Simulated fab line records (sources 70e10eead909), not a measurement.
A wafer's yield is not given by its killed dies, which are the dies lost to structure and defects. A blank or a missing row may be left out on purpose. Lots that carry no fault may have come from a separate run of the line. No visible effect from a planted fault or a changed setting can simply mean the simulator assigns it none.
Chamber matching || flow nand harc || NHARC_P_M1_ETCH_35 on rie diel-12 has 4 sister chambers
The step etches the open film in N2/H2, target depth 40 nm, overetch 12 nm, time 43.94 s. 14 wafers are shown with their chamber, then 7 later ones without.

## WAFERS, EACH WITH ITS CHAMBER
{"wafer": "L731.3", "chamber": 0, "showerhead plenum p Torr (Torr)": 2.01, "drypump motor current A (A)": 5.6, "rf vpp V (V)": 428.9}
{"wafer": "L731.5", "chamber": 1, "showerhead plenum p Torr (Torr)": 2.15, "drypump motor current A (A)": 5.5, "rf vpp V (V)": 434.3}
{"wafer": "L731.6", "chamber": 2, "showerhead plenum p Torr (Torr)": 2.17, "drypump motor current A (A)": 5.8, "rf vpp V (V)": 433.2}
{"wafer": "L732.2", "chamber": 0, "showerhead plenum p Torr (Torr)": 2.01, "drypump motor current A (A)": 5.6, "rf vpp V (V)": 428.8}
{"wafer": "L732.4", "chamber": 3, "showerhead plenum p Torr (Torr)": 2.15, "drypump motor current A (A)": 5.9, "rf vpp V (V)": 432.5}
{"wafer": "L732.5", "chamber": 0, "showerhead plenum p Torr (Torr)": 2.01, "drypump motor current A (A)": 5.6, "rf vpp V (V)": 429.6}
{"wafer": "L736.1", "chamber": 3, "showerhead plenum p Torr (Torr)": 2.15, "drypump motor current A (A)": 5.9, "rf vpp V (V)": 432.6}
{"wafer": "L736.3", "chamber": 2, "showerhead plenum p Torr (Torr)": 2.17, "drypump motor current A (A)": 5.8, "rf vpp V (V)": 435.2}
{"wafer": "L736.5", "chamber": 0, "showerhead plenum p Torr (Torr)": 2.01, "drypump motor current A (A)": 5.6, "rf vpp V (V)": 429.9}
{"wafer": "L747.1", "chamber": 1, "showerhead plenum p Torr (Torr)": 2.15, "drypump motor current A (A)": 5.5, "rf vpp V (V)": 432.5}
{"wafer": "L747.5", "chamber": 1, "showerhead plenum p Torr (Torr)": 2.15, "drypump motor current A (A)": 5.5, "rf vpp V (V)": 432.9}
{"wafer": "L747.6", "chamber": 0, "showerhead plenum p Torr (Torr)": 2.00, "drypump motor current A (A)": 5.5, "rf vpp V (V)": 430.6}
{"wafer": "L750.4", "chamber": 0, "showerhead plenum p Torr (Torr)": 2.00, "drypump motor current A (A)": 5.6, "rf vpp V (V)": 428.1}
{"wafer": "L750.5", "chamber": 2, "showerhead plenum p Torr (Torr)": 2.16, "drypump motor current A (A)": 5.7, "rf vpp V (V)": 434.5}

SIGNATURES (averages over the wafers above)
{"reading": "showerhead plenum p Torr", "chamber 0": 2.0067, "chamber 1": 2.1500, "chamber 2": 2.1667, "chamber 3": 2.1500, "scatter within a chamber": 0.00447}
{"reading": "drypump motor current A", "chamber 0": 5.583, "chamber 1": 5.500, "chamber 2": 5.767, "chamber 3": 5.900, "scatter within a chamber": 0.0387}
{"reading": "rf vpp V", "chamber 0": 429.317, "chamber 1": 433.233, "chamber 2": 434.300, "chamber 3": 432.550, "scatter within a chamber": 0.885}
Rule: a wafer lies at a distance from a chamber equal to the root of the sum of squares, over the readings, of (its reading less the chamber's mean, divided by the reading's scatter). If the next closest chamber is less than 2 further off than the closest, the wafer can't be placed; otherwise it belongs to the closest. How the scatter is found: for the shown wafers, subtract from each reading the mean of its chamber, square and add these, divide the total by (wafers less chambers), then take the root.

## WAFERS WHOSE CHAMBER IS MISSING
{"wafer": "L750.6", "showerhead plenum p Torr (Torr)": 2.15, "drypump motor current A (A)": 5.5, "rf vpp V (V)": 435.0}
{"wafer": "L749.2", "showerhead plenum p Torr (Torr)": 2.14, "drypump motor current A (A)": 5.9, "rf vpp V (V)": 434.5}
{"wafer": "L749.3", "showerhead plenum p Torr (Torr)": 2.15, "drypump motor current A (A)": 5.5, "rf vpp V (V)": 435.2}
{"wafer": "L749.4", "showerhead plenum p Torr (Torr)": 2.16, "drypump motor current A (A)": 5.7, "rf vpp V (V)": 434.7}
{"wafer": "L753.1", "showerhead plenum p Torr (Torr)": 2.00, "drypump motor current A (A)": 5.6, "rf vpp V (V)": 430.1}
{"wafer": "L753.2", "showerhead plenum p Torr (Torr)": 2.16, "drypump motor current A (A)": 5.8, "rf vpp V (V)": 434.1}
{"wafer": "L753.3", "showerhead plenum p Torr (Torr)": 2.14, "drypump motor current A (A)": 5.9, "rf vpp V (V)": 431.7}

## THE CHAMBER EACH PASSED THROUGH
{"wafer": "L750.6", "from the rows above": 1, "in truth": 1}
{"wafer": "L749.2", "from the rows above": 3, "in truth": 3}
{"wafer": "L749.3", "from the rows above": 1, "in truth": 1}
{"wafer": "L749.4", "from the rows above": 2, "in truth": 2}
{"wafer": "L753.1", "from the rows above": 0, "in truth": 0}
{"wafer": "L753.2", "from the rows above": 2, "in truth": 2}
{"wafer": "L753.3", "from the rows above": 3, "in truth": 3}
7 of 7 placed correctly. Number that these rows cannot place: 0. Placed wrongly: 0.
